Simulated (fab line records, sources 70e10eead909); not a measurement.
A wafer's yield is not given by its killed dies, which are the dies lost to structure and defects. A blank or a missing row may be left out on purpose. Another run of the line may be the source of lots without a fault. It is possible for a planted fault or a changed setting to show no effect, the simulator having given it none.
Chamber matching ; flow nand_harc ; NHARC_A_CONTACT_ETCH_90 on rie_diel-01 has 4 sister chambers
The step etches the open film in CH3F/O2, target depth 40 nm, time 85.7 s. 8 wafers are shown with their chamber, then 9 later ones without.

WAFERS PAIRED WITH THEIR CHAMBERS
wafer;chamber;drypump_motor_current_A (A);showerhead_plenum_p_Torr (Torr)
L082.2;0;6.0;2.62
L082.3;2;5.5;2.41
L092.2;2;5.6;2.41
L092.4;1;5.7;2.44
L092.5;0;6.0;2.61
L089.2;3;5.0;2.49
L089.4;1;5.6;2.44
L089.5;3;5.0;2.49

WAFERS WHOSE CHAMBER IS MISSING
wafer;drypump_motor_current_A (A);showerhead_plenum_p_Torr (Torr)
L090.2;5.0;2.49
L090.3;5.6;2.41
L090.6;5.7;2.44
L091.3;6.0;2.61
L091.4;5.0;2.49
L091.6;5.0;2.49
L093.2;5.1;2.49
L093.3;5.6;2.44
L093.5;6.0;2.61

EACH ONE'S CHAMBER
wafer;from the rows above;in truth
L090.2;3;3
L090.3;2;2
L090.6;1;1
L091.3;0;0
L091.4;3;3
L091.6;3;3
L093.2;3;3
L093.3;1;1
L093.5;0;0
Placed correctly: 9 of 9. From these rows, 0 cannot be placed. Wrongly placed: 0.
How it was worked out, from the rows above alone: a wafer's distance from a chamber is the root of the sum, over the readings, of the square of ((its reading less the chamber's mean) divided by the reading's scatter). The wafer belongs to the nearest chamber; if the next one is less than 2 further off, it can't be placed. For every chamber, the mean is computed from those of its wafers that are shown. The scatter: take each reading less its chamber's mean, square it, sum over the shown wafers, divide by the number of wafers less the number of chambers, and take the root.
